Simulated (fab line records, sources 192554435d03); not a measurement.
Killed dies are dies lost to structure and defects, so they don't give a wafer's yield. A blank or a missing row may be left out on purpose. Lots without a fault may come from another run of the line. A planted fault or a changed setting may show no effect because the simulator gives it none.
A struck lot beside a sound one | flow n5_finfet | 19 steps out of a route of 1938
Sound: wafers L193.1, L193.3, L193.5. Struck: wafers L204.1, L204.4, L204.5. The cause comes at the end.
At each step with rows: each side's tool, then ch and its chambers, then its first start. Under that, the readings that differ: sound wafers | struck wafers | difference of the means | sigmas: that difference in standard deviations of wafers without a fault.
alike: readings whose means differ by less than 2 such deviations, and words and numbers that are the same on both sides. not compared: withheld readings, readings that some wafer has no value for, bounds like >300 that may hide the same value, and numbers for which the record gives no deviation and whose values overlap.
The two part at a step that has a row with sigmas, a row that says differs or no value, or rows on one side only. Numbers that don't overlap but have no deviation are shown without sigmas and don't part them. A reading that every wafer of one side lacks parts them only if that side has two wafers or more.

first, 3 steps without rows for these wafers: N5_DUMMY_REMOVAL_PRECLEAN_04 (cleans in DHF, time 37 s); N5_DUMMY_REMOVAL_SRD_05 (time 30 s); N5_HKMG_FIN_IL_REGROW_00 (material SiO2, chemistry O3, target thk 0.75 nm, time 30 s).
N5_HKMG_FIN_HK_ALD_01: deposits HfO2, target thk 1.6 nm, pulse time 3 s, purge time 3 s.
  sound on ald_hk-01 ch 0,1,3, day 5 07:55; struck on ald_hk-02 ch 1,2, day 7 20:53
  alike: precursor_pulse_height_rel
N5_HKMG_FIN_HK_ANNEAL_02: time 30 s.
  sound on rtp_anneal-01 ch 0, day 5 08:07; struck on rtp_anneal-02 ch 0, day 7 21:05
  alike: lamp_power_pct, lamp_zone_6_pct, wafer_temp_C_max
N5_HKMG_FIN_ALD_74: deposits La2O3, target thk 0.5 nm, pulse time 6 s, co reactant pulse time 1 s.
  sound on ald_hk-03 ch 0,3, day 5 08:19; struck on ald_hk-03 ch 0,1,3, day 7 21:17
  alike: heater_power_w, precursor_pulse_height_rel
N5_HKMG_FIN_ALD_75: deposits Al2O3, target thk 1 nm, co reactant pulse time 1 s.
  sound on ald_hk-03 ch 0,3, day 5 08:24; struck on ald_hk-03 ch 0,1,3, day 7 21:22
  alike: heater_power_w, precursor_pulse_height_rel
then, 5 steps without rows for these wafers: N5_HKMG_FIN_COAT_41 (time 60 s, resist thk 300 nm); N5_HKMG_FIN_COAT_42 (time 60 s, resist thk 35 nm); N5_HKMG_FIN_COAT_43 (resist thk 90 nm); N5_HKMG_FIN_EBR_45; N5_HKMG_FIN_SOFTBAKE_44 (time 60 s).
N5_HKMG_FIN_EXPOSE_46: exposes mask NDIPOLE.
  sound on arfi_scanner-03 ch 0, day 5 08:37; struck on arfi_scanner-03 ch 0, day 7 21:36
  reading                          | sound | struck         | difference | sigmas
  model.HKMG_FIN.overlay_x_nm (nm) | 0 0 0 | 11.8 11.8 11.8 | +11.8      |
  alike: mask
then, 2 steps without rows for these wafers: N5_HKMG_FIN_PEB_47 (peb time 60 s); N5_HKMG_FIN_DEVELOP_48 (develop time 30 s).
N5_HKMG_FIN_CD_MEAS_49: target cd 202 nm.
  sound on cd_sem-02 ch 0, day 5 08:44; struck on cd_sem-01 ch 0, day 7 21:44
  alike: cd_nm
N5_HKMG_FIN_OVL_MEAS_50:
  sound on overlay-02 ch 0, day 5 08:46; struck on overlay-02 ch 0, day 7 21:46
  reading          | sound        | struck         | difference | sigmas
  NDIPOLE_OVL (nm) | 0.8 0.7 -0.3 | 12.1 12.6 12.3 | +11.9      | +15
N5_HKMG_FIN_INSPECT_61: inspects for defects (macro).
  sound on defect_inspect-02, day 5 08:47; struck on defect_inspect-01, day 7 21:47
  alike: raw_defect_count
-- the record jumps here: 4 days lie between the struck wafers' starts before and after (it left off in module HKMG_FIN and takes up again in module BEOL_M4, whose first step shown is number 1111 of the route) --
N5_BEOL_M4_RC_MEAS_101:
  sound on prober-02 ch 0, day 9 17:02; struck on prober-01 ch 0, day 12 00:14
  alike: DIBL_N, DIBL_P, IOFF_N, IOFF_P, ION_N, ION_P, SS_N, SS_P, VT_N, VT_P

WHERE THEY PART
Only at N5_HKMG_FIN_OVL_MEAS_50, within this record. Later steps at which nothing parts them and some readings are alike: N5_HKMG_FIN_INSPECT_61, N5_BEOL_M4_RC_MEAS_101.

WHY: what the simulator had put in
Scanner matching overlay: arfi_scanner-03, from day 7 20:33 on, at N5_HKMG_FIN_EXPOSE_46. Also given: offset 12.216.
